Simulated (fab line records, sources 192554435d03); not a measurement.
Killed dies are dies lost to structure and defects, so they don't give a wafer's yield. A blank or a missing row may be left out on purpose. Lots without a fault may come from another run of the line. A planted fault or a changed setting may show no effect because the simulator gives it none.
fab line records | flow n5_finfet
record lots=7 wafers=39
route steps=1938 shown FIN_SAQP@120 FIN_CUT@169 DUMMY_GATE@243 HKMG_FIN@406 MOL_CONTACT_COAG@581
start_h: hours from the record's first day to the start of the lot's first wafer shown | wait_h: hours since the lot's step before | " the same as in the row above | L1.1+2: a row that stands for several wafers | - no value, or no start given | * or withheld: withheld | < > ~ a bound
route shown NAME@n: a module of which the file shows steps, and the number in the route of the first | usual: mean/standard deviation of fault-free wafers | same: alike in all rows | chamber/n: place in a boat | sites: the reading at each site | _std_site: their standard deviation | _edge_site: outer sites' mean less inner sites' | radius_mm: how far each site lies from the wafer's centre | mask NAME#n: copy n | behind: the tool/chamber that last shaped the wafer | hold: why the lot was held/for how many hours/how that ended | device: the transistor (n, p or np) that didn't switch | end of line: the same wafers' tests at the end of the route | a step without rows: its recipe alone | killed: dies lost to structure and defects at the first sort, not the wafer's yield | map: a wafer's dies, x killed, . not, _ none there
set.NAME: the setting as run; set.NAME@STEP: as run at that earlier step | model.NAME: the simulator's own value behind a step, which no gauge read
lots whose settings were changed on purpose; a table a step, a row a wafer
## steps
# step N5_FIN_SAQP_MANDREL_ETCH_22
# recipe target_depth_a=600 chemistry=HBr/Cl2 target=a-Si stop_on=SiNx bt_time_s=10 over_etch_frac=0.5 time_s=30 pressure_mtorr=10 icp_w=800 bias_w=75 HBr_flow_sccm=150 Cl2_flow_sccm=80 ends=end_point
# columns lot.wafer tool chamber start_h wait_h set.target_depth_a model.SOC_of_FIN_SAQP_COAT_49.thk_nm
L075.1 rie_si-04 1 28.21 0.0 600 75.82
L075.2 " 2 " " 600 76.01
L075.3 " 0 " " 656 72.8
L075.4 " 3 " " 656 73.79
L075.5 " 1 " " 600 75.67
L075.6 " 0 " " 656 73.5
L080.1+5 rie_si-04 3 57.68 0.0 600 75.98
L080.2 " 1 " " 600 75.25
L080.3 " 2 " " 600 75.68
L080.4 " 0 " " 600 75.54
L080.6 " 2 " " 600 75.87
L083.2 rie_si-05 2 77.51 0.0 600 75.76
L083.3 " 0 " " 600 75.54
L083.5 " 2 " " 600 75.85
L088.1 rie_si-02 3 106.64 0.0 600 76.77
L088.2 " 2 " " 600 77.27
L088.3 " 0 " " 600 76.56
L088.4 " 1 " " 559.6 77.03
L088.5 " 3 " " 559.6 78.08
L088.6 " 2 " " 559.6 78.66
L090.1 rie_si-02 3 118.31 0.0 675.3 73.13
L090.2 " 0 " " 600 75.92
L090.3 " 2 " " 675.3 73.73
L090.4 " 1 " " 600 75.24
L090.5 " 2 " " 600 76.95
L090.6 " 3 " " 675.3 72.83
L094.1 rie_si-05 2 143.27 0.0 600 75.78
L094.2 " 3 " " 600 76.15
L094.3 " 1 " " 600 75.61
L094.4 " 0 " " 600 75.71
L094.5 " 1 " " 600 75.87
L094.6 " 0 " " 600 75.32
L097.1 rie_si-02 2 160.38 0.0 541.1 79.62
L097.2 " 1 " " 541.1 78.33
L097.3 " 3 " " 600 77.33
L097.4 " 0 " " 541.1 79.41
L097.5 " 2 " " 600 77.26
L097.6 " 1 " " 600 76.12
# step N5_FIN_CUT_ETCH_21
# recipe chemistry=N2/H2 target=SOC target_depth_a=2190 overetch_a=438 mask_material=SiARC temp_c=40 ion_energy_ev=100 bias_w=61 time_s=523.5 pressure_mtorr=30 source_w=850 n2_flow_sccm=200 h2_flow_sccm=200
# usual rf_vpp_V=240.5/1.5
# columns lot.wafer tool chamber start_h wait_h set.bias_w rf_vpp_V
L075.1 rie_diel-02 1 33.31 0.0 55.05 224.5
L075.2 " 2 " " 55.05 225.8
L075.3 " 3 " " 61 239.8
L075.4 " 0 " " 61 240.2
L075.5 " 1 " " 61 239.2
L075.6 " 0 " " 55.05 225.9
L080.1 rie_diel-06 3 62.06 0.0 61 241.6
L080.2 " 2 " " 61 240.8
L080.3 " 1 " " 61 237.9
L080.4 " 0 " " 52.27 218.4
L080.5 " 3 " " 52.27 216.6
L080.6 " 0 " " 52.27 218.7
L083.2 rie_diel-02 2 82.91 0.0 61 243.0
L083.3 " 0 " " 61 241.1
L083.5 " 3 " " 61 239.8
L088.1 rie_diel-02 2 111.57 0.0 61 242.0
L088.2 " 0 " " 69.53 262.5
L088.3 " 1 " " 69.53 261.0
L088.4 " 3 " " 61 239.9
L088.5 " 0 " " 61 241.4
L088.6 " 1 " " 69.53 261.7
L090.1 rie_diel-05 3 123.20 0.0 61 240.8
L090.2 " 1 " " 61 240.0
L090.3 " 0 " " 61 241.6
L090.4 " 2 " " 61 239.6
L090.5 " 1 " " 61 238.7
L090.6 " 2 " " 61 238.9
L094.1 rie_diel-05 3 148.62 0.0 52.63 219.8
L094.2 " 0 " " 52.63 218.6
L094.3 " 2 " " 52.63 217.1
L094.4 " 1 " " 61 238.5
L094.5 " 0 " " 61 239.7
L094.6 " 1 " " 61 238.7
L097.1 rie_diel-02 0 165.55 0.0 61 241.6
L097.2 " 1 " " 61 237.6
L097.3 " 3 " " 61 239.8
L097.4 " 2 " " 61 243.3
L097.5 " 0 " " 61 241.3
L097.6 " 1 " " 61 238.8
# step N5_DUMMY_GATE_ETCH_31
# recipe chemistry=C4F6/O2 target=SiO2 mask_material=SOC target_depth_a=825 time_s=27.5 ion_energy_ev=250 pressure_mtorr=30 source_w=345 bias_w=185 Ar_flow_sccm=300 C4F6_flow_sccm=10 O2_flow_sccm=10
# columns lot.wafer tool chamber start_h wait_h set.target_depth_a model.etch.depth_nm model.SOC_of_DUMMY_GATE_COAT_34.thk_nm
L075.1 rie_diel-05 0 55.81 0.0 825 85.33 51.6
L075.2 " 3 " " 825 81.23 52
L075.3 " 1 " " 825 86.74 51.2
L075.4 " 2 " " 825 82.7 51.8
L075.5 " 1 " " 825 87.14 51
L075.6 " 0 " " 825 85.8 51.6
L080.1 rie_diel-06 2 82.45 0.1 724.4 72.13 53
L080.2 " 1 " " 825 80.95 51.8
L080.3 " 3 " " 825 83.86 51.6
L080.4 " 0 " " 724.4 69.77 52.8
L080.5 " 0 " " 724.4 70.03 52.8
L080.6 " 1 " " 825 80.83 51.8
L083.2 rie_diel-06 2 102.14 0.3 825 82.02 51.4
L083.3 " 1 " " 825 81.62 51.6
L083.5 " 2 " " 825 81.66 51.4
L088.1 rie_diel-02 2 133.02 0.1 726.3 72.55 53
L088.2 " 3 " " 825 85.06 51.6
L088.3 " 0 " " 726.3 72.27 52.8
L088.4 " 1 " " 825 84 51.6
L088.5 " 0 " " 825 80.97 51.6
L088.6 " 3 " " 726.3 74.54 52.8
L090.1 rie_diel-05 3 142.32 0.2 825 80.51 51.8
L090.2 " 2 " " 787.5 78 52
L090.3 " 1 " " 787.5 82.22 51.4
L090.4 " 0 " " 825 86.77 51.4
L090.5 " 3 " " 825 80.18 52
L090.6 " 0 " " 787.5 82.14 51.8
L094.1 rie_diel-06 2 168.26 0.1 825 82.47 51.4
L094.2 " 0 " " 919.4 88.47 50.4
L094.3 " 1 " " 825 81.29 51.4
L094.4 " 3 " " 919.4 92.34 50.6
L094.5 " 3 " " 919.4 92.37 50.6
L094.6 " 0 " " 825 80.03 51.8
L097.1 rie_diel-06 2 184.29 0.0 825 82.03 51.8
L097.2 " 0 " " 825 80.5 51.8
L097.3 " 3 " " 825 82.78 51.6
L097.4 " 1 " " 825 80.87 51.8
L097.5 " 0 " " 825 80.44 51.8
L097.6 " 3 " " 825 82.71 51.8
# step N5_HKMG_FIN_ETCH_58
# recipe chemistry=N2/H2 target=SOC target_depth_a=2158 ion_energy_ev=50 bias_w=13 time_s=741 pressure_mtorr=30 source_w=875 n2_flow_sccm=200 h2_flow_sccm=200
# usual rf_vpp_V=98.9/0.9
# columns lot.wafer tool chamber start_h wait_h set.source_w rf_vpp_V
L075.1 rie_diel-03 1 80.06 0.0 1014 96.6
L075.2 " 0 " " 875 99.1
L075.3 " 3 " " 1014 93.0
L075.4 " 1 " " 875 99.7
L075.5 " 0 " " 1014 95.8
L075.6 " 3 " " 875 99.5
L080.1 rie_diel-04 2 107.90 0.0 875 98.0
L080.2 " 0 " " 946.8 96.8
L080.3 " 1 " " 946.8 96.3
L080.4 " 2 " " 875 98.4
L080.5 " 0 " " 946.8 96.7
L080.6 " 1 " " 875 98.1
L083.2 rie_diel-04 0 127.68 0.0 875 100.3
L083.3 " 1 " " 875 98.8
L083.5 " 2 " " 875 98.6
L088.1 rie_diel-04 1 157.46 0.0 875 99.5
L088.2 " 0 " " 875 98.7
L088.3 " 3 " " 958.4 95.2
L088.4 " 2 " " 958.4 96.2
L088.5 " 2 " " 958.4 96.2
L088.6 " 1 " " 875 99.6
L090.1 rie_diel-04 1 166.17 0.0 875 98.5
L090.2 " 3 " " 875 98.5
L090.3 " 2 " " 875 98.9
L090.4 " 0 " " 875 100.1
L090.5 " 1 " " 875 98.6
L090.6 " 2 " " 875 99.0
L094.1 rie_diel-04 2 194.18 0.0 875 98.4
L094.2 " 3 " " 937.7 95.0
L094.3 " 0 " " 875 98.7
L094.4 " 1 " " 937.7 96.2
L094.5 " 1 " " 875 98.3
L094.6 " 2 " " 937.7 95.5
L097.1 rie_diel-03 3 209.43 0.0 875 98.7
L097.2 " 2 " " 875 98.3
L097.3 " 0 " " 875 97.7
L097.4 " 1 " " 875 98.4
L097.5 " 0 " " 875 99.0
L097.6 " 1 " " 875 100.4
# step N5_HKMG_FIN_ETCH_35
# recipe chemistry=N2/H2 target=SOC target_depth_a=2158 ion_energy_ev=65 bias_w=5 source_w=3000 time_s=243.4 pressure_mtorr=30 n2_flow_sccm=200 h2_flow_sccm=200
# usual rf_vpp_V=141.5/0.97
# columns lot.wafer tool chamber start_h wait_h set.source_w rf_vpp_V model.SOC_of_HKMG_FIN_COAT_29.thk_nm model.etch.depth_nm model.HKMG_FIN.feature_depth_nm
L075.1 rie_diel-01 3 83.61 0.0 3000 142.6 85.6 215.2 215.2
L075.2 " 2 " " 3486 133.7 53.4 246.5 246.6
L075.3 " 0 " " 3000 141.1 75.4 224.2 224.2
L075.4 " 1 " " 3486 135.7 51.2 248.5 248.6
L075.5 " 1 " " 3486 134.1 51 248.8 248.8
L075.6 " 0 " " 3000 141.0 74.8 225.2 225.2
L080.1 rie_diel-03 3 111.15 0.0 3000 142.1 85.4 213.9 213.8
L080.2 " 2 " " 2664 148.5 98.6 201 201
L080.3 " 0 " " 3000 142.3 84.6 215.3 215.2
L080.4 " 1 " " 3000 141.1 77.8 222.1 222
L080.5 " 1 " " 2664 147.3 99.8 199.6 199.6
L080.6 " 2 " " 2664 147.9 98.2 200.7 200.8
L083.2 rie_diel-01 3 130.98 0.0 3000 141.8 83.6 216.6 216.6
L083.3 " 0 " " 3000 141.9 76.8 222.6 222.6
L083.5 " 3 " " 3000 141.2 82.8 216.3 216.4
L088.1 rie_diel-03 3 160.76 0.0 3000 141.4 81.8 217.7 217.6
L088.2 " 2 " " 3000 143.0 80.4 219.2 219.2
L088.3 " 0 " " 3000 142.1 83.6 216.3 216.2
L088.4 " 1 " " 2726 148.2 89.8 210.6 210.6
L088.5 " 0 " " 2726 146.9 99.8 198.9 199
L088.6 " 1 " " 2726 147.7 91.2 209.2 209.2
L090.1 rie_diel-04 2 169.42 0.0 3291 136.9 63.4 236.5 236.4
L090.2 " 3 " " 3000 140.7 96.4 203.6 203.6
L090.3 " 0 " " 3000 142.1 82.2 217.8 217.8
L090.4 " 1 " " 3291 136.7 64.4 235.9 235.8
L090.5 " 0 " " 3000 141.6 84.2 216.5 216.4
L090.6 " 3 " " 3291 136.1 80.6 219.2 219.2
L094.1 rie_diel-01 1 197.57 0.0 3000 141.5 76 221.4 221.4
L094.2 " 2 " " 2768 145.8 97.2 199.4 199.4
L094.3 " 3 " " 3000 142.4 84.4 213.5 213.6
L094.4 " 0 " " 3000 142.3 75.4 222.1 222
L094.5 " 3 " " 2768 146.7 98 199.5 199.4
L094.6 " 0 " " 2768 143.3 91 206.8 206.8
L097.1 rie_diel-01 0 212.74 0.0 2696 146.3 97 203.5 203.4
L097.2 " 3 " " 3000 143.3 85 214.6 214.6
L097.3 " 2 " " 3000 141.3 86.4 212.4 212.4
L097.4 " 1 " " 3000 142.5 76.4 222.8 222.8
L097.5 " 2 " " 2696 146.9 104.4 195.5 195.6
L097.6 " 3 " " 2696 147.4 104.2 194.9 195
# step N5_MOL_CONTACT_COAG_ETCH_91
# recipe chemistry=N2/H2 target=SOC target_depth_a=600 overetch_a=210 mask_material=SiARC temp_c=40 time_s=101.2 ion_energy_ev=200 pressure_mtorr=30 source_w=840 bias_w=150 n2_flow_sccm=200 h2_flow_sccm=200
# columns lot.wafer tool chamber start_h wait_h set.time_s model.SiARC_of_MOL_CONTACT_COAG_COAT_76.thk_nm
L075.1 rie_diel-03 2 106.07 0.0 101.2 5.6
L075.2+4 " 0,1 " " 101.2 6
L075.3+6 " 3 " " 108.6 5.6
L075.5 " 2 " " 108.6 5.4
L080.1+6 rie_diel-04 3 135.04 0.0 116 5.6
L080.2+5 " 2 " " 101.2 5.8
L080.3 " 0 " " 116 5.2
L080.4 " 1 " " 101.2 5.6
L083.2 rie_diel-01 0 153.94 0.0 101.2 5.4
L083.3 " 1 " " 101.2 5.6
L083.5 " 2 " " 101.2 5.8
L088.1 rie_diel-03 0 184.01 0.0 101.2 6
L088.2 " 2 " " 113.9 5
L088.3+4 " 1,3 " " 101.2 5.8
L088.5 " 1 " " 113.9 5.2
L088.6 " 0 " " 113.9 5.4
L090.1 rie_diel-01 2 193.84 0.0 101.2 6
L090.2 " 1 " " 115 5.2
L090.3 " 0 " " 101.2 5.6
L090.4 " 3 " " 115 5.4
L090.5 " 1 " " 101.2 5.8
L090.6 " 0 " " 115 5
L094.1 rie_diel-04 1 219.26 0.0 125.3 4.6
L094.2+3+5 " 2,0,2 " " 101.2 5.8
L094.4+6 " 0,1 " " 125.3 4.8
L097.1 rie_diel-01 0 239.15 0.0 101.2 5.6
L097.2+3+5 " 2,3,2 " " 101.2 6
L097.4+6 " 1 " " 101.2 5.8
## key
split step=N5_FIN_SAQP_MANDREL_ETCH_22 setting=target_depth_a stated=600 by=wafer
response step=N5_FIN_SAQP_MANDREL_ETCH_22 reading=model.SOC_of_FIN_SAQP_COAT_49.thk_nm change=-0.226 per=1% r=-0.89
split step=N5_FIN_CUT_ETCH_21 setting=bias_w stated=61 by=wafer
response step=N5_FIN_CUT_ETCH_21 reading=rf_vpp_V change=+1.5 per=1% r=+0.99
split step=N5_DUMMY_GATE_ETCH_31 setting=target_depth_a stated=825 by=wafer
response step=N5_DUMMY_GATE_ETCH_31 reading=model.etch.depth_nm change=+0.855 per=1% r=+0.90
response step=N5_DUMMY_GATE_ETCH_31 reading=model.SOC_of_DUMMY_GATE_COAT_34.thk_nm change=-0.0911 per=1% r=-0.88
split step=N5_HKMG_FIN_ETCH_58 setting=source_w stated=875 by=wafer
response step=N5_HKMG_FIN_ETCH_58 reading=rf_vpp_V change=-0.291 per=1% r=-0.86
split step=N5_HKMG_FIN_ETCH_35 setting=source_w stated=3000 by=wafer
response step=N5_HKMG_FIN_ETCH_35 reading=rf_vpp_V change=-0.48 per=1% r=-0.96
response step=N5_HKMG_FIN_ETCH_35 reading=model.SOC_of_HKMG_FIN_COAT_29.thk_nm change=-1.68 per=1% r=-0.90
response step=N5_HKMG_FIN_ETCH_35 reading=model.etch.depth_nm change=+1.67 per=1% r=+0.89
response step=N5_HKMG_FIN_ETCH_35 reading=model.HKMG_FIN.feature_depth_nm change=+1.67 per=1% r=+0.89
split step=N5_MOL_CONTACT_COAG_ETCH_91 setting=time_s stated=101.2 by=wafer
response step=N5_MOL_CONTACT_COAG_ETCH_91 reading=model.SiARC_of_MOL_CONTACT_COAG_COAT_76.thk_nm change=-0.041 per=1% r=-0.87
